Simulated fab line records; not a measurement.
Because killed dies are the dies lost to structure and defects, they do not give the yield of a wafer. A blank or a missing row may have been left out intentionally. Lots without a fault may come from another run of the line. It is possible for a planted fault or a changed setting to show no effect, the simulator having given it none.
Problem report in the 8D (eight disciplines) form, filled by code -- flow n5-finfet -- the parts of the form that need people (team, actions taken, sign-off) are left out

1. WHAT WENT WRONG
On 3 wafers of 1 lot, killed-at-front-end at N5_PASSIVATION_PROBE_49 has a mean of 129; fault-free wafers read 40, standard deviation 14. That is +6.4 standard deviations from the usual mean.
Seen first at day 16 09:59 on prober-01, wafer L466.1. Wafers with a number at this step in the record: 34, from 12 lots. Rule for "out" (also "out of limits"): further than 4 standard deviations from the usual mean. All remaining wafers that have a number are taken as sound.

2. WHAT IT IS AND WHAT IT IS NOT
question,is,is not
which readings at this step,"killed-at-front-end, sort_bin_5_function","killed_at_M0_to_M3, killed_at_M4_up, killed-at-contacts, killed-at-other, killed-open, killed-short, sort_bin_6_memory, sort_bin_8_speed"
which lots,L466,"L451, L452, L453, L455, L456, L457, L459, L470, L472, L473, L474"
which wafers of those lots,all that have a number,-
read on which tools,prober-01,prober-02
when,from day 16 09:59,"up to then (20 sound wafers); but 11 sound wafers of L470, L472, L473, L474 came after"

3. THE SUSPECTS, EACH WITH WHAT RULES IT OUT
Counting: a tool stays on the suspect list if, at a process step up to the reading, it processed all lots that are out and no sound lot following the first of them.
- rie-diel-03 at N5_FIN_CUT_ETCH_30 (etches underlayer in N2/H2, target depth 13 nm, time 10.4 s): kept. It ran the lot that is out, L466 (day 5 20:47), and no sound lot after that; its last sound lot up to then is L456 (day 3 10:40).
- pvd-sputter-03 at N5_PASSIVATION_DEGAS_18 (time 60 s): ruled out as a lasting fault. Sound lots L474 ran on it after its first lot that is out, L466 (day 16 04:17).
- pvd-sputter-03 at N5_PASSIVATION_PRE_CLEAN_19: ruled out as a lasting fault. Sound lots L474 ran on it after its first lot that is out, L466 (day 16 04:20).
- prober-01 at N5_PASSIVATION_PROBE_49: ruled out as a lasting fault. Sound lots L473, L472 ran on it after its first lot that is out, L466 (day 16 09:59).
Remaining after the count: rie-diel-03 at N5_FIN_CUT_ETCH_30.

4. THE CAUSE (what the simulator had put in)
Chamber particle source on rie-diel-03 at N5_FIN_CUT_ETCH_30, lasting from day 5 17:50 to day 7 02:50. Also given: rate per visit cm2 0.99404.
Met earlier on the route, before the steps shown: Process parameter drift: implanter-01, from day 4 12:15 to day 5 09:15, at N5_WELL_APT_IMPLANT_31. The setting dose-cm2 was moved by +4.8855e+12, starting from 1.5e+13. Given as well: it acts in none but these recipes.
This tool alone remained once counting was done.

5. SEQUENCE OF EFFECTS, ordered by route
One row per reading whose mean, taken over the struck wafers that have a number, lies over 3 standard deviations from the usual. Only readings whose record carries a usual standard deviation are examined. hours: median over the lots of the time between each lot's start at the first step of this table that gives one and its start at this step. sigmas: the change, counted in usual standard deviations.
hours,step,reading,usual,on struck wafers,change,sigmas
0,N5_PASSIVATION_PROBE_49,defect-limited-yield,91.1 %,83.2,-7.9,-4.9
0,N5_PASSIVATION_PROBE_49,killed-at-front-end,40,129,+89,+6.4
0,N5_PASSIVATION_PROBE_49,killed-dies,105,198,+93,+5.1
0,N5_PASSIVATION_PROBE_49,sort_bin_5_function,5.2 %,10.6,+5.4,+5.6
0,N5_PASSIVATION_PROBE_49,sort-n-pass,1075,982,-93,-4.9
Process steps it contains:
- N5_PASSIVATION_PROBE_49

6. WHAT WOULD HAVE CAUGHT IT SOONER
In this record no reading fell out of limits until day 16 09:59, 256 hours after the fault had begun at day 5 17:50.
An alarm limit of 4 standard deviations would not have fired on the tool readings at N5_FIN_CUT_ETCH_30 for which the record gives a usual standard deviation, since none of them was out on any struck wafer.
Lots out: 1; all had begun N5_FIN_CUT_ETCH_30 on rie-diel-03 by day 16 09:59. Had the tool been put on hold then, not one of them would have been saved.
